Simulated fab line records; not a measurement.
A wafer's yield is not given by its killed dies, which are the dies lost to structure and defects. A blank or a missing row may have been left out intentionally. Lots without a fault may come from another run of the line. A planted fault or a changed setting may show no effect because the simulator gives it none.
A single fault, viewed from 2 desks | flow nand harc | each desk holds nothing but its own numbers, with what lay behind them at the end

AT THE METROLOGY DESK
What the gauges read, lot by lot, whatever tool the lot ran on: means of the sampled wafers that have a number. If a lot's mean is further than 4 standard deviations from the usual mean, the lot is out of limits and carries the mark OUT (the distance appears in the brackets).
Columns: A = cd nm at NHARC_A_CONTACT_CD_MEAS_80, usual 289.6 nm
lot  | first seen here | A
L955 | day 22 17:22    | 290.7
L954 | day 22 21:24    | 290.4
L956 | day 23 05:31    | 288.6
L957 | day 24 05:00    | 289.5
L959 | day 25 07:10    | 287.0
L960 | day 26 01:37    | 290.2
L961 | day 26 04:47    | 289.2
L962 | day 26 06:55    | 290.2
L963 | day 26 15:52    | 290.2
L964 | day 27 07:38    | 289.1
L966 | day 27 07:58    | 289.9
L973 | day 30 15:29    | 289.5
L974 | day 31 07:50    | 289.2
L976 | day 32 07:53    | 289.6
This desk found nothing out of limits on any of the 14 lots.

TOOL OWNER'S DESK, rie diel-08
The tool's own readings at NHARC_A_CONTACT_ETCH_110 (etches the open film in CF4/O2, target depth 60 nm, overetch 6 nm, time 33 s): means of the sampled wafers that have a number, for each lot that ran on this tool. If a lot's mean is further than 4 standard deviations from the usual mean, the lot is out of limits and carries the mark OUT (the distance appears in the brackets). 7 of its 8 readings are shown: the first one out of limits and those lying furthest out on some lot.
Columns: A = bias w at NHARC_A_CONTACT_ETCH_110, usual 100.0 W; B = drypump motor current A at NHARC_A_CONTACT_ETCH_110, usual 5.7 A; C = oes_ar_750_au at NHARC_A_CONTACT_ETCH_110, usual 1.001 a.u.; D = oes product au at NHARC_A_CONTACT_ETCH_110, usual 0.996 a.u.; E = rf vpp V at NHARC_A_CONTACT_ETCH_110, usual 197.5 V; F = run length s at NHARC_A_CONTACT_ETCH_110, usual 54.2 s; G = throttle valve pct at NHARC_A_CONTACT_ETCH_110, usual 13.397 %
lot  | first seen here | A     | B   | C     | D     | E     | F               | G
L955 | day 23 02:49    | 100.0 | 6.0 | 1.001 | 1.004 | 197.0 | 54.3            | 13.400
L954 | day 23 06:39    | 100.2 | 6.1 | 1.002 | 1.005 | 197.2 | 54.4            | 13.388
L956 | day 23 13:41    | 99.9  | 6.0 | 1.003 | 0.996 | 197.3 | 54.5            | 13.398
L960 | day 26 11:44    | 100.0 | 6.0 | 1.000 | 0.992 | 197.0 | 54.4            | 13.396
L961 | day 26 17:34    | 99.9  | 6.1 | 1.001 | 0.996 | 197.2 | 54.3            | 13.398
L963 | day 27 05:13    | 99.7  | 5.9 | 1.002 | 0.992 | 197.7 | 54.3            | 13.398
L964 | day 27 15:10    | 100.1 | 6.0 | 1.004 | 0.989 | 196.8 | 54.1            | 13.395
L966 | day 27 16:05    | 100.3 | 6.0 | 1.004 | 1.005 | 197.2 | 54.1            | 13.399
L973 | day 30 23:45    | 99.9  | 6.0 | 1.001 | 0.992 | 196.4 | 52.4 (-5.5) OUT | 13.403
L974 | day 31 15:41    | 99.5  | 5.9 | 0.994 | 0.997 | 196.6 | 53.3            | 13.393
This desk's verdict: out of limits on L973, starting with L973 at day 30 23:45 (run length s at NHARC_A_CONTACT_ETCH_110). L955, L954, L956, L960, L961, L963, L964, L966, L974: within limits.

TAKEN TOGETHER
The tool owner's desk had the chance to raise an alarm at day 30 23:45 on L973.
Nothing out of limits was seen by the metrology desk.
The metrology desk holds a record of L973, inside its limits.
NHARC_A_CONTACT_ETCH_110 was run on rie diel-08 by each of the lots named.

WHAT THE SIMULATOR PUT IN
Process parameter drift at NHARC_A_CONTACT_ETCH_110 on rie diel-08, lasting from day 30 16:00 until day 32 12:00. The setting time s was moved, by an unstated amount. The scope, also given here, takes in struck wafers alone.
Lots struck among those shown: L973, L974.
Time in hours from fault onset to the first out-of-limits reading at each desk: the tool owner's desk, 8.
